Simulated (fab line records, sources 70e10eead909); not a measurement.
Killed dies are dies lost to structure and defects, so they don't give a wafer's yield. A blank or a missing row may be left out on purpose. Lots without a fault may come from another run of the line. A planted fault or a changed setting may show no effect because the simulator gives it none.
Chamber matching | flow nand_harc | NHARC_A_CHANNEL_FILL_D1_ALD_14 on ald_hk-02: 4 sister chambers
The step deposits SiO2, target thk 2.5 nm, pulse time 10 s, ald cycles 25. 8 wafers are shown with their chamber, then 10 later ones without.

WAFERS WITH THEIR CHAMBER
wafer  | chamber | heater_power_w (W) | precursor_pulse_height_rel
L080.2 | 2       | 467                | 1.012
L080.5 | 0       | 416                | 0.998
L080.6 | 1       | 460                | 1.009
L083.4 | 1       | 462                | 0.968
L083.5 | 2       | 474                | 0.981
L083.6 | 3       | 474                | 1.007
L085.2 | 3       | 472                | 1.015
L085.4 | 0       | 421                | 1.007

WAFERS WITHOUT THEIR CHAMBER
wafer  | heater_power_w (W) | precursor_pulse_height_rel
L085.6 | 451                | 1.004
L093.1 | 464                | 1.007
L093.2 | 496                | 1.020
L093.4 | 486                | 0.992
L094.2 | 429                | 1.016
L094.3 | 473                | 0.989
L094.6 | 460                | 1.015
L096.3 | 430                | 1.017
L096.4 | 494                | 0.973
L096.6 | 441                | 0.994

WHICH CHAMBER EACH WENT THROUGH
wafer  | from the rows above          | in truth
L085.6 | 1                            | 1
L093.1 | can't be placed: 1 or 2 or 3 | 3
L093.2 | can't be placed: 3 or 2      | 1
L093.4 | can't be placed: 3 or 2      | 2
L094.2 | 0                            | 0
L094.3 | can't be placed: 2 or 3      | 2
L094.6 | can't be placed: 1 or 2      | 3
L096.3 | 0                            | 0
L096.4 | can't be placed: 3 or 2      | 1
L096.6 | can't be placed: 1 or 0      | 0
Placed correctly: 3 of 10. Can't be placed from these rows: 7 (the true chamber is among the candidates in 4). Placed wrongly: 0.
How it was worked out, from the rows above alone: a wafer's distance from a chamber is the root of the sum, over the readings, of the square of ((its reading less the chamber's mean) divided by the reading's scatter). The wafer belongs to the nearest chamber; if the next one is less than 2 further off, it can't be placed. A chamber's mean is the mean of its shown wafers. The scatter: the root of (the sum of the squares of (reading less its chamber's mean) over the shown wafers, divided by (wafers less chambers)).
